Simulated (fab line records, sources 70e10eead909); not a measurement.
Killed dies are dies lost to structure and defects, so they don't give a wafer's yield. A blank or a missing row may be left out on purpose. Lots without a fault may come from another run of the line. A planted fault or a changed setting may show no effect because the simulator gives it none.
fab line records | flow nand_harc
record lots=7 wafers=21 last_day=33
route steps=1302 shown P_M1@297 END@1302
lots that met no fault: from a run of the same line without faults
start_h: hours from the record's first day to the start of the lot's first wafer shown | wait_h: hours since the lot's step before | " the same as in the row above | L1.1+2: a row that stands for several wafers | - no value, or no start given | * or withheld: withheld | < > ~ a bound
route shown NAME@n: a module of which the file shows steps, and the number in the route of the first | usual: mean/standard deviation of fault-free wafers | same: alike in all rows | chamber/n: place in a boat | sites: the reading at each site | _std_site: their standard deviation | _edge_site: outer sites' mean less inner sites' | radius_mm: how far each site lies from the wafer's centre | mask NAME#n: copy n | behind: the tool/chamber that last shaped the wafer | hold: why the lot was held/for how many hours/how that ended | device: the transistor (n, p or np) that didn't switch | end of line: the same wafers' tests at the end of the route | a step without rows: its recipe alone | killed: dies lost to structure and defects at the first sort, not the wafer's yield | map: a wafer's dies, x killed, . not, _ none there
set.NAME: the setting as run; set.NAME@STEP: as run at that earlier step | model.NAME: the simulator's own value behind a step, which no gauge read
lots at some steps of the route; a table a step, a row a wafer
services: from which hour (start_h, from the record's first day; less than 0 if before it) a tool's chamber was out of use, for how many hours, and why
## steps
# step NHARC_P_M1_INSPECT_11
# usual raw_defect_count=4.6/2.9
# columns lot.wafer tool chamber start_h wait_h raw_defect_count
L462.1 defect_inspect-02 - 140.94 0.0 7
L462.2 " - " " 5
L462.3 " - " " 8
L467.2 defect_inspect-01 - 194.33 0.0 6
L467.3 " - " " 2
L467.5 " - " " 1
L468.3 defect_inspect-02 - 211.55 0.0 7
L468.4 " - " " 6
L468.6 " - " " 8
L470.2 defect_inspect-01 - 229.85 0.0 4
L470.4 " - " " 4
L470.5 " - " " 6
L472.1 defect_inspect-02 - 248.82 0.0 4
L472.3 " - " " 5
L472.5 " - " " 5
L474.2 defect_inspect-02 - 273.59 0.0 6
L474.3 " - " " 1
L474.5 " - " " 1
L483.3 defect_inspect-01 - 352.70 0.0 1
L483.5 " - " " 4
L483.6 " - " " 3
# step NHARC_P_M1_DESCUM_14
# recipe time_s=3 o2_flow_sccm=200 ar_flow_sccm=0 bias_power_w=0 chemistry=O2
# step NHARC_P_M1_ETCH_35
# recipe target_depth_a=400 overetch_a=120 time_s=43.94 ion_energy_ev=200 n2_flow_sccm=150 h2_flow_sccm=150 ar_flow_sccm=0 rf_w=400 bias_w=150 chemistry=N2/H2
# usual drypump_motor_current_A=5.9/0.5 oes_product_au=0.999/0.0099 rf_vpp_V=430.8/2.2 showerhead_plenum_p_Torr=2.05/0.078 throttle_valve_pct=14.171/0.0087
# columns lot.wafer tool chamber start_h wait_h drypump_motor_current_A oes_product_au rf_hours_counter_h rf_vpp_V showerhead_plenum_p_Torr throttle_valve_pct
L462.2 rie_diel-10 2 141.09 0.1 6.0 0.985 4 429.4 1.98 14.158
L462.1 " 3 " " 6.2 0.986 5 432.3 2.10 14.178
L462.3 " 1 " " 5.4 0.995 5 430.9 2.09 14.181
L467.2 rie_diel-13 3 194.48 0.1 6.3 0.994 1 432.4 2.09 14.168
L467.3 " 1 " " 5.1 1.000 1 435.5 2.17 14.173
L467.5 " 2 " " 5.3 1.020 - 427.7 1.98 14.179
L468.3 rie_diel-10 1 211.69 0.1 5.4 1.000 12 432.2 2.09 14.157
L468.4 " 3 " " 6.2 0.994 12 432.9 2.10 14.167
L468.6 " 1 " " 5.4 0.997 - 432.8 2.09 14.162
L470.4 rie_diel-10 3 230.00 0.1 6.2 0.987 13 432.0 2.10 14.175
L470.2 " 1 " " 5.4 0.986 13 430.7 2.09 14.176
L470.5 " 2 " " 6.1 0.982 - 428.4 1.98 14.172
L472.3 rie_diel-13 0 249.20 0.3 6.8 1.004 4 428.9 1.96 14.165
L472.1 " 1 " " 5.1 0.999 4 433.7 2.17 14.170
L472.5 " 3 " " 6.3 0.999 - 430.7 2.08 14.176
L474.2 rie_diel-13 0 273.73 0.1 6.7 1.016 5 429.3 1.96 14.165
L474.3 " 1 " " 5.1 0.986 5 432.5 2.17 14.179
L474.5 " 0 " " 6.7 1.008 - 428.7 1.96 14.160
L483.3 rie_diel-12 2 352.88 0.1 5.3 0.999 20 429.3 2.00 14.165
L483.6 " 3 " " 5.6 0.995 - 431.4 2.09 14.172
L483.5 " 0 " " 6.3 1.014 - 434.2 2.21 14.173
# step NHARC_P_M1_ETCH_15
# recipe target_depth_a=1825 time_s=91.2 c4f8_flow_sccm=withheld ar_flow_sccm=400 rf_w=600 bias_w=300 chemistry=C4F8/Ar
# step NHARC_P_M1_CD_MEAS_16
# usual cd_nm=130.0/0.86
# columns lot.wafer tool chamber start_h wait_h cd_nm
L462.1 cd_sem-01 - 141.31 - 130.5
L462.2 " - " " 130.1
L462.3 " - " " 131.9
L467.2 cd_sem-02 - 194.69 - 130.0
L467.3 " - " " 130.0
L467.5 " - " " 129.3
L468.3 cd_sem-02 - 211.92 - 129.2
L468.4 " - " " 130.2
L468.6 " - " " 129.7
L470.2 cd_sem-03 - 230.22 - 130.6
L470.4 " - " " 130.8
L470.5 " - " " 130.7
L472.1 cd_sem-02 - 249.41 - 128.0
L472.3 " - " " 130.1
L472.5 " - " " 129.6
L474.2 cd_sem-01 - 273.95 - 130.0
L474.3 " - " " 130.1
L474.5 " - " " 130.2
L483.3 cd_sem-03 - 353.13 - 130.4
L483.5 " - " " 130.3
L483.6 " - " " 129.7
# step NHARC_P_M1_STRIP_18
# recipe power_w=1000 n2_flow_sccm=150 h2_flow_sccm=150 ar_flow_sccm=0 bias_w=0 chemistry=N2/H2
# usual drypump_motor_current_A=5.8/0.52 oes_product_au=1.001/0.009 rf_vpp_V=90.6/1 showerhead_plenum_p_Torr=2.06/0.088 throttle_valve_pct=14.171/0.0087
# columns lot.wafer tool chamber start_h wait_h drypump_motor_current_A oes_product_au rf_hours_counter_h rf_vpp_V showerhead_plenum_p_Torr throttle_valve_pct
L462.3 rie_diel-13 2 141.39 0.1 5.3 1.024 9 89.0 1.98 14.171
L462.2 " 0 " " 6.8 1.003 9 91.0 1.96 14.178
L462.1 " 1 " " 5.1 0.997 9 90.0 2.17 14.162
L467.2 rie_diel-13 1 194.82 0.1 5.1 1.000 1 91.4 2.17 14.177
L467.3 " 2 " " 5.3 1.011 1 89.8 1.98 14.165
L467.5 " 0 " " 6.7 1.007 - 91.2 1.96 14.165
L468.3 rie_diel-13 1 211.98 0.1 5.1 0.987 2 90.2 2.17 14.172
L468.4 " 3 " " 6.3 1.001 2 90.3 2.09 14.171
L468.6 " 2 " " 5.3 1.006 - 89.3 1.98 14.170
L470.4 rie_diel-13 1 230.29 0.1 5.1 1.000 3 92.8 2.17 14.182
L470.2 " 2 " " 5.3 1.004 3 89.6 1.98 14.178
L470.5 " 2 " " 5.3 1.010 - 91.6 1.98 14.186
L472.1 rie_diel-12 3 249.50 0.1 5.7 0.998 48 92.4 2.10 14.183
L472.3 " 2 " " 5.3 0.999 49 91.2 2.01 14.182
L472.5 " 0 " " 6.3 1.002 - 90.5 1.87 14.160
L474.2 rie_diel-10 3 274.03 0.1 6.2 1.009 2 90.2 2.10 14.169
L474.3 " 2 " " 6.0 0.994 1 89.5 1.98 14.156
L474.5 " 0 " " 5.9 1.005 - 89.6 1.98 14.171
L483.3 rie_diel-12 3 353.31 0.2 5.6 0.998 21 90.9 2.09 14.181
L483.6 " 0 " " 6.3 1.011 - 91.6 2.21 14.166
L483.5 " 1 " " 5.8 1.010 - 90.7 2.17 14.169
# step NHARC_P_M1_ETCH_28
# recipe target_depth_a=300 over_etch_frac=0.3 time_s=72.99 ion_energy_ev=150 cf4_flow_sccm=50 n2_flow_sccm=100 ar_flow_sccm=150 rf_w=300 bias_w=100 chemistry=CF4/N2
# step NHARC_P_M1_STRIP_19
# recipe time_s=600 temp_c=30 chemistry=post_etch_residue_remover
# step NHARC_P_M1_DEGAS_29
# recipe temp_c=250 time_s=60
# step NHARC_P_M1_PRE_CLEAN_30
# recipe time_s=30 temp_c=280 gas=H2/He
# step NHARC_P_M1_PVD_20
# recipe target_thk_a=50 bias_v=168.6 power_w=15000 chamber_pressure_pa=0.12 time_s=8.06 substrate_temp_c=50 material=TaN
# usual throttle_valve_pct=30.1/1
# columns lot.wafer tool chamber start_h wait_h throttle_valve_pct
L462.2 pvd_sputter-03 - - - 30.0
L462.1 " - " " 29.1
L462.3 " - " " 30.0
L467.2 pvd_sputter-03 - - - 30.3
L467.3 " - " " 31.7
L467.5 " - " " 30.4
L468.3 pvd_sputter-02 - - - 28.4
L468.4 " - " " 30.3
L468.6 " - " " 29.9
L470.2 pvd_sputter-03 - - - 28.8
L470.4 " - " " 30.6
L470.5 " - " " 28.8
L472.3 pvd_sputter-02 - - - 30.4
L472.1 " - " " 30.1
L472.5 " - " " 30.2
L474.2 pvd_sputter-01 - - - 31.2
L474.3 " - " " 29.2
L474.5 " - " " 30.1
L483.3 pvd_sputter-01 - - - 28.9
L483.5 " - " " 31.1
L483.6 " - " " 29.1
# step NHARC_P_M1_PVD_21
# recipe target_thk_a=300 chamber_pressure_pa=5 power_w=5000 substrate_temp_c=30 time_s=20.49 material=Cu
# usual throttle_valve_pct=30.2/1
# columns lot.wafer tool chamber start_h wait_h throttle_valve_pct
L462.1 pvd_sputter-03 - - - 30.0
L462.3 " - " " 29.9
L462.2 " - " " 31.1
L467.3 pvd_sputter-03 - - - 28.7
L467.2 " - " " 30.5
L467.5 " - " " 28.9
L468.3 pvd_sputter-02 - - - 28.2
L468.4 " - " " 30.9
L468.6 " - " " 28.5
L470.2 pvd_sputter-03 - - - 31.5
L470.4 " - " " 28.6
L470.5 " - " " 31.6
L472.3 pvd_sputter-02 - - - 30.2
L472.1 " - " " 30.4
L472.5 " - " " 30.1
L474.3 pvd_sputter-01 - - - 31.6
L474.2 " - " " 30.0
L474.5 " - " " 31.9
L483.3 pvd_sputter-01 - - - 30.0
L483.5 " - " " 31.9
L483.6 " - " " 29.9
# step NHARC_P_M1_ECD_22
# recipe target_thk_a=4000 bath_temp_c=25 material=Cu
# columns lot.wafer tool chamber start_h wait_h
L462.2+1+3 ecd_cu-02 0,1,0 142.41 -
L467.2+3+5 ecd_cu-02 0,1,0 195.76 -
L468.4+3+6 ecd_cu-02 0,1,0 213.12 -
L470.2+4+5 ecd_cu-01 0,1,0 231.30 -
L470.2+4+5 ecd_cu-01 0,1,0 231.84 -
L472.1+3+5 ecd_cu-01 0,1,0 250.54 -
L472.1+3+5 ecd_cu-01 0,1,0 251.08 0.5
L474.2+3+5 ecd_cu-02 1,1,0 275.02 -
L474.2+3+5 ecd_cu-02 1,1,0 275.56 0.5
L483.3+6+5 ecd_cu-01 1,0,1 354.46 -
# step NHARC_P_M1_ANNEAL_31
# recipe temp_c=225 time_s=90
# usual wafer_temp_C_max=226.11/0.26
# columns lot.wafer tool chamber start_h wait_h wafer_temp_C_max
L462.1 rtp_anneal-01 0 142.79 0.3 226.27
L462.2 " 0 " " 226.64
L462.3 " 0 " " 225.86
L467.2 rtp_anneal-02 0 196.19 - 225.97
L467.3 " 0 " " 225.75
L467.5 " 0 " " 225.81
L468.3 rtp_anneal-01 0 213.51 0.3 225.86
L468.4 " 0 " " 226.37
L468.6 " 0 " " 225.92
L470.2 rtp_anneal-01 0 232.32 - 225.94
L470.4 " 0 " " 225.93
L470.5 " 0 " " 226.12
L472.1 rtp_anneal-01 0 251.46 0.3 226.07
L472.3 " 0 " " 226.02
L472.5 " 0 " " 225.78
L474.2 rtp_anneal-01 0 276.04 0.4 226.10
L474.3 " 0 " " 226.17
L474.5 " 0 " " 226.05
L483.3 rtp_anneal-01 0 354.79 - 226.16
L483.5 " 0 " " 225.97
L483.6 " 0 " " 226.03
# step NHARC_P_M1_CMP_23
# recipe t_overpolish_s=20 target_thk_nm=157.82
# usual motor_current_A=12.0/1.3 time_to_endpoint_s=27.5/2.5
# columns lot.wafer tool chamber start_h wait_h motor_current_A time_to_endpoint_s
L462.2 cmp-03 2 143.13 - 14.6 26.8
L462.1 " 0 " " 11.9 28.9
L462.3 " 1 " " 10.9 28.9
L467.3 cmp-03 1 196.48 - 10.8 24.1
L467.2 " 3 " " 11.5 26.3
L467.5 " 2 " " 15.0 25.1
L468.3 cmp-04 0 213.78 - 12.8 33.5
L468.4 " 1 " " 12.6 29.8
L468.6 " 3 " " 11.8 30.3
L470.2 cmp-03 1 232.61 - 10.5 51.4
L470.4 " 2 " " 15.6 54.3
L470.5 " 1 " " 10.6 53.8
L472.3 cmp-04 2 251.81 - 10.9 54.5
L472.1 " 0 " " 13.7 59.9
L472.5 " 3 " " 11.3 54.0
L474.2 cmp-04 2 276.34 - 10.2 54.5
L474.3 " 1 " " 13.0 52.2
L474.5 " 2 " " 10.9 55.0
L483.3 cmp-04 3 355.06 - 11.6 27.7
L483.6 " 2 " " 11.0 24.2
L483.5 " 3 " " 11.5 25.7
# step NHARC_P_M1_THK_MEAS_24
# recipe thk_meas_gauge=xrf
# usual thk_nm=157.5/1.4
# columns lot.wafer tool chamber start_h wait_h thk_nm
L462.1 film_metro-02 - 143.45 - 158.4
L462.2 " - " " 157.4
L462.3 " - " " 157.6
L467.2 film_metro-01 - 196.79 - 158.0
L467.3 " - " " 156.4
L467.5 " - " " 156.5
L468.3 film_metro-02 - 214.08 - 158.4
L468.4 " - " " 156.8
L468.6 " - " " 156.5
L470.2 film_metro-01 - 232.92 - 157.3
L470.4 " - " " 157.0
L470.5 " - " " 156.6
L472.1 film_metro-01 - 252.12 - 159.5
L472.3 " - " " 156.4
L472.5 " - " " 157.0
L474.2 film_metro-02 - 276.66 - 158.1
L474.3 " - " " 158.7
L474.5 " - " " 157.6
L483.3 film_metro-02 - 355.34 - 154.9
L483.5 " - " " 157.0
L483.6 " - " " 157.3
# step NHARC_END_SORT_01
# recipe temp_c=25
# usual defect_limited_yield=91/3.2 killed_at_array=53/21 killed_at_other=0.8/1.1 killed_at_periphery=4.2/2.7 killed_dies=58/22 killed_open=3.4/1.9 killed_short=2.5/1.6 sort_bin_2_pct=3.1/1.4 sort_bin_3_pct=0.6/0.43 sort_bin_4_pct=4.9/1.7 sort_n_pass=619/22 sort_rim_yield_pct=96.9/1.8 sort_yield_pct=91/3.2
# same gross_dies=677 sort_bin_5_pct[%]=0 sort_bin_6_pct[%]=0 sort_bin_7_pct[%]=0 sort_bin_8_pct[%]=0 sort_rim_n_gross=106.00
# columns lot.wafer tool chamber start_h wait_h defect_limited_yield[%] killed_at_array killed_at_other killed_at_periphery killed_dies killed_open killed_short sort_bin_2_pct[%] sort_bin_3_pct[%] sort_bin_4_pct[%] sort_n_pass sort_rim_yield_pct[%] sort_yield_pct[%]
L462.1 prober-01 0 571.28 2.5 87 85 0 4 89 4 2 5.9 1.0 6.2 588 95.3 87
L462.2 prober-01 0 572.06 2.8 88 79 0 2 81 4 2 4.9 0.9 6.2 596 95.3 88
L462.3 prober-01 0 572.83 3.1 88 76 1 7 84 6 1 4.1 0.4 7.8 593 100.0 88
L467.2 prober-02 0 621.92 2.8 88 76 2 2 80 4 1 4.7 1.2 5.9 597 96.2 88
L467.3 prober-02 0 622.70 3.1 88 76 2 3 81 4 2 4.6 0.7 6.6 596 95.3 88
L467.5 prober-02 0 624.28 3.7 87 83 0 2 85 1 4 4.1 1.3 7.1 592 97.2 87
L468.3 prober-01 0 649.28 3.1 93 41 1 3 45 2 2 1.3 0.9 4.4 632 98.1 93
L468.4 prober-01 0 650.07 3.4 93 40 0 7 47 1 4 2.7 0.4 3.8 630 97.2 93
L468.6 prober-01 0 651.64 3.9 92 50 1 4 55 2 1 2.1 0.4 5.6 622 98.1 92
L470.2 prober-02 0 685.86 2.8 92 52 0 5 57 4 2 3.4 0 5.0 620 98.1 92
L470.4 prober-02 0 687.47 3.4 91 59 1 3 63 4 0 2.8 0.6 5.9 614 98.1 91
L470.5 prober-02 0 688.28 3.7 91 50 0 11 61 6 2 4.1 0.6 4.3 616 99.1 91
L472.1 prober-02 0 696.47 2.5 94 38 0 3 41 3 4 2.2 0.3 3.5 636 97.2 94
L472.3 prober-02 0 698.04 3.1 93 44 0 6 50 8 1 3.1 0.3 4.0 627 98.1 93
L472.5 prober-02 0 699.62 3.6 94 42 0 1 43 3 2 2.2 0.9 3.2 634 100.0 94
L474.2 prober-01 0 740.84 2.8 96 20 0 5 25 4 3 1.3 0.1 2.2 652 96.2 96
L474.3 prober-01 0 741.65 3.1 95 32 0 4 36 5 2 1.3 0.3 3.7 641 97.2 95
L474.5 prober-01 0 743.26 3.7 96 27 1 2 30 6 2 1.6 0.3 2.5 647 97.2 96
# killed by level:class
L462.1 A_CHANNEL_HOLE_D2:chamber_film_flake=25 A_CHANNEL_HOLE_D1:chamber_film_flake=23 A_SLIT:chamber_film_flake=20 A_CONTACT:chamber_film_flake=7 P_STI:chamber_film_flake=2 A_CHANNEL_FILL_D1:chamber_film_flake=2 A_STAIRCASE:chamber_film_flake=2 P_GATE:geometric_particle:short=1
L462.2 A_CHANNEL_HOLE_D1:chamber_film_flake=25 A_CHANNEL_HOLE_D2:chamber_film_flake=23 A_SLIT:chamber_film_flake=18 A_STAIRCASE:chamber_film_flake=4 A_M0:geometric_particle:open=2 P_STI:chamber_film_flake=2 A_ONON_D1:geometric_particle:short=1 A_ONON_D2:geometric_particle:short=1
L462.3 A_CHANNEL_HOLE_D2:chamber_film_flake=26 A_SLIT:chamber_film_flake=20 A_CHANNEL_HOLE_D1:chamber_film_flake=17 A_STAIRCASE:chamber_film_flake=6 P_STI:chamber_film_flake=3 P_CONTACT:chamber_film_flake=2 A_DECK1_JOINT:chamber_film_flake=2 P_GATE:geometric_particle:open=1
L467.2 A_CHANNEL_HOLE_D2:chamber_film_flake=29 A_CHANNEL_HOLE_D1:chamber_film_flake=21 A_CONTACT:chamber_film_flake=11 A_STAIRCASE:chamber_film_flake=9 THIN_TSV:chamber_film_flake=2 P_STI:geometric_particle:short=1 A_ONON_D1:geometric_particle:open=1 A_CHANNEL_FILL_D2:geometric_particle:open=1
L467.3 A_CHANNEL_HOLE_D2:chamber_film_flake=37 A_CHANNEL_HOLE_D1:chamber_film_flake=17 A_CONTACT:chamber_film_flake=10 A_STAIRCASE:chamber_film_flake=6 A_CHANNEL_FILL_D2:chamber_film_flake=2 THIN_TSV:chamber_film_flake=2 P_STI:geometric_particle:short=1 P_CONTACT:geometric_particle:open=1
L467.5 A_CHANNEL_HOLE_D2:chamber_film_flake=33 A_CHANNEL_HOLE_D1:chamber_film_flake=29 A_CONTACT:chamber_film_flake=9 A_STAIRCASE:chamber_film_flake=7 P_M0:geometric_particle:short=1 A_CHANNEL_FILL_D1:geometric_particle:short=1 A_CHANNEL_HOLE_D2:geometric_particle:short=1 A_CHANNEL_FILL_D2:geometric_particle:open=1
L468.3 A_CHANNEL_HOLE_D1:chamber_film_flake=29 A_STAIRCASE:chamber_film_flake=3 P_ZERO_WELL:chamber_film_flake=2 A_SOURCE_PLATE:geometric_particle:open=1 A_CHANNEL_FILL_D1:geometric_particle:open=1 A_WL_FILL:geometric_particle:short=1 A_BLC:geometric_particle:short=1 P_GATE:chamber_film_flake=1
L468.4 A_CHANNEL_HOLE_D1:chamber_film_flake=25 P_ZERO_WELL:chamber_film_flake=4 A_CONTACT:chamber_film_flake=4 A_SLIT:chamber_film_flake=3 A_DECK1_JOINT:chamber_film_flake=2 A_STAIRCASE:chamber_film_flake=2 P_M0:geometric_particle:open=1 P_M1:geometric_particle:short=1
L468.6 A_CHANNEL_HOLE_D1:chamber_film_flake=32 A_CONTACT:chamber_film_flake=7 P_ZERO_WELL:chamber_film_flake=4 A_CHANNEL_HOLE_D2:unspecified=3 A_SLIT:chamber_film_flake=3 A_STAIRCASE:chamber_film_flake=2 A_ONON_D2:geometric_particle:open=1 A_SGD_CUT:geometric_particle:open=1
L470.2 A_SLIT:chamber_film_flake=26 A_CHANNEL_HOLE_D2:chamber_film_flake=8 A_CHANNEL_HOLE_D1:chamber_film_flake=4 A_M1:chamber_film_flake=3 A_CHANNEL_FILL_D2:geometric_particle:short=2 P_BONDPAD:chamber_film_flake=2 A_CHANNEL_FILL_D2:chamber_film_flake=2 A_CONTACT:chamber_film_flake=2
L470.4 A_SLIT:chamber_film_flake=32 A_CHANNEL_HOLE_D2:chamber_film_flake=14 A_CHANNEL_HOLE_D1:chamber_film_flake=5 P_GATE:chamber_film_flake=2 A_CONTACT:chamber_film_flake=2 A_M1:chamber_film_flake=2 P_M0:geometric_particle:open=1 A_CHANNEL_FILL_D2:geometric_particle:open=1
L470.5 A_SLIT:chamber_film_flake=32 A_CHANNEL_HOLE_D2:chamber_film_flake=10 P_GATE:chamber_film_flake=4 P_BONDPAD:chamber_film_flake=4 A_WL_FILL:geometric_particle:open=2 P_GATE:geometric_particle:open=1 A_ONON_D1:geometric_particle:open=1 A_WL_FILL:geometric_particle:short=1
L472.1 A_CHANNEL_HOLE_D1:chamber_film_flake=29 P_STI:geometric_particle:short=2 A_WL_FILL:geometric_particle:open=2 A_CONTACT:chamber_film_flake=2 A_CHANNEL_FILL_D1:geometric_particle:short=1 A_DECK1_JOINT:geometric_particle:short=1 A_M1:geometric_particle:open=1 P_ZERO_WELL:chamber_film_flake=1
L472.3 A_CHANNEL_HOLE_D1:chamber_film_flake=32 P_CONTACT:geometric_particle:open=3 P_CONTACT:chamber_film_flake=2 A_SLIT:chamber_film_flake=2 A_ONON_D1:geometric_particle:open=1 A_CHANNEL_HOLE_D1:geometric_particle:open=1 A_CHANNEL_FILL_D1:geometric_particle:open=1 A_DECK1_JOINT:geometric_particle:short=1
L472.5 A_CHANNEL_HOLE_D1:chamber_film_flake=33 A_CONTACT:chamber_film_flake=3 A_ONON_D1:geometric_particle:short=1 A_CHANNEL_HOLE_D1:geometric_particle:open=1 A_CHANNEL_FILL_D1:geometric_particle:open=1 A_STAIRCASE:geometric_particle:short=1 A_M0:geometric_particle:open=1 P_ZERO_WELL:chamber_film_flake=1
L474.2 A_CHANNEL_HOLE_D1:chamber_film_flake=7 A_CONTACT:chamber_film_flake=4 P_STI:chamber_film_flake=2 A_SGD_CUT:chamber_film_flake=2 P_GATE:geometric_particle:open=1 P_M0:geometric_particle:short=1 A_SOURCE_PLATE:geometric_particle:short=1 A_CHANNEL_FILL_D2:geometric_particle:open=1
L474.3 A_CONTACT:chamber_film_flake=9 A_CHANNEL_HOLE_D1:chamber_film_flake=6 A_SLIT:chamber_film_flake=4 A_STAIRCASE:chamber_film_flake=3 A_WL_FILL:geometric_particle:short=2 A_CHANNEL_FILL_D1:chamber_film_flake=2 A_SGD_CUT:chamber_film_flake=2 P_STI:geometric_particle:open=1
L474.5 A_CHANNEL_HOLE_D1:chamber_film_flake=11 A_CONTACT:chamber_film_flake=5 A_DECK1_JOINT:geometric_particle:open=2 A_ZERO_WELL:chamber_film_flake=2 P_M0:geometric_particle:open=1 A_ONON_D1:geometric_particle:open=1 A_CHANNEL_FILL_D2:geometric_particle:short=1 A_CONTACT:geometric_particle:open=1
## services
# columns tool chamber start_h hours kind
rie_diel-10 2 120.25 3.6 repair
ecd_cu-01 - 125.82 1.5 repair
pvd_sputter-02 - 143.23 6.6 repair
ecd_cu-01 - 160.37 8.0 pm
rie_diel-13 - 165.04 9.0 pm
pvd_sputter-03 - 170.04 10.0 pm
rie_diel-10 1 174.37 9.7 repair
cmp-04 - 184.05 4.0 pm
rie_diel-10 2 193.23 9.9 repair
pvd_sputter-03 - 210.11 8.5 repair
pvd_sputter-01 - 211.54 29.8 repair
ecd_cu-02 - 215.24 0.9 repair
ecd_cu-02 - 244.00 8.0 pm
rie_diel-13 3 250.87 5.1 repair
pvd_sputter-03 - 277.93 1.9 repair
rie_diel-13 2 294.07 4.5 repair
rie_diel-13 2 300.73 6.7 repair
ecd_cu-02 - 310.85 5.6 repair
rie_diel-13 2 314.04 9.5 repair
rie_diel-13 3 315.93 4.5 repair
ecd_cu-01 - 329.86 1.8 repair
ecd_cu-01 - 336.37 8.0 pm
rie_diel-13 - 342.04 9.0 pm
pvd_sputter-03 - 348.04 10.0 pm
## key
first_sign step=NHARC_P_M1_ECD_22 reading=visit direction=added
effect step=NHARC_P_M1_CMP_23 reading=time_to_endpoint_s direction=up sigmas=11 usual=* struck=*
met_at NHARC_P_M1_ECD_22
struck_wafers L470.2,L470.4,L470.5,L472.1,L472.3,L472.5,L474.2,L474.3,L474.5
fault kind=repeated_step_whole tool=ecd_cu-01,ecd_cu-02 chamber=- onset_h=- steps=NHARC_P_M1_ECD_22 times=1 scope=struck_lots_only
